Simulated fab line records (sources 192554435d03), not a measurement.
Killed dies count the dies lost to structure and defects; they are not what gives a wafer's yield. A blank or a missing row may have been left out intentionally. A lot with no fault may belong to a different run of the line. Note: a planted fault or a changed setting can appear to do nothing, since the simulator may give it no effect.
Matching of chambers || flow n5Finfet || N5_MIM_TOP_ALD_00 on aldHk-01 has 4 sister chambers
The step deposits Al2O3, purge time 3 s, co reactant pulse time 3 s. 4 wafers are shown with their chamber, then 8 later ones without.

## WAFERS PAIRED WITH THEIR CHAMBERS
{"wafer": "L082.3", "chamber": 0, "precursorPulseHeightRel": 0.979}
{"wafer": "L090.5", "chamber": 2, "precursorPulseHeightRel": 0.981}
{"wafer": "L090.6", "chamber": 1, "precursorPulseHeightRel": 0.977}
{"wafer": "L095.2", "chamber": 3, "precursorPulseHeightRel": 1.044}

## WAFERS WITHOUT THEIR CHAMBER
{"wafer": "L095.3", "precursorPulseHeightRel": 1.003}
{"wafer": "L095.5", "precursorPulseHeightRel": 1.033}
{"wafer": "L092.2", "precursorPulseHeightRel": 0.988}
{"wafer": "L092.5", "precursorPulseHeightRel": 1.040}
{"wafer": "L092.6", "precursorPulseHeightRel": 1.022}
{"wafer": "L096.2", "precursorPulseHeightRel": 1.004}
{"wafer": "L096.3", "precursorPulseHeightRel": 1.040}
{"wafer": "L096.5", "precursorPulseHeightRel": 1.001}

## EACH ONE'S CHAMBER
{"wafer": "L095.3", "from the rows above": "can't be placed: 2 or 0 or 1 or 3", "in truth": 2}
{"wafer": "L095.5", "from the rows above": 3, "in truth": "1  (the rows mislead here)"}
{"wafer": "L092.2", "from the rows above": "can't be placed: 2 or 0 or 1", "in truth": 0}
{"wafer": "L092.5", "from the rows above": 3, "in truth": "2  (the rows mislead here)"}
{"wafer": "L092.6", "from the rows above": "can't be placed: 3 or 2 or 0 or 1", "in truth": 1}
{"wafer": "L096.2", "from the rows above": "can't be placed: 2 or 0 or 1 or 3", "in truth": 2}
{"wafer": "L096.3", "from the rows above": 3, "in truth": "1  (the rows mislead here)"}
{"wafer": "L096.5", "from the rows above": "can't be placed: 2 or 0 or 1 or 3", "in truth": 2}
Correctly placed: 0 of 8. These rows do not allow placing 5 (true chamber among the candidates in 5). Number placed wrongly: 3.
How it was worked out, from the rows above alone: a wafer's distance from a chamber is the root of the sum, over the readings, of the square of ((its reading less the chamber's mean) divided by the reading's scatter). If the next closest chamber is less than 2 further off than the closest, the wafer can't be placed; otherwise it belongs to the closest. The mean given for a chamber averages the wafers shown for that chamber. The scatter (one wafer shown for each chamber): square how far every hidden wafer sits from the nearest shown wafer, average those squares and take the square root.
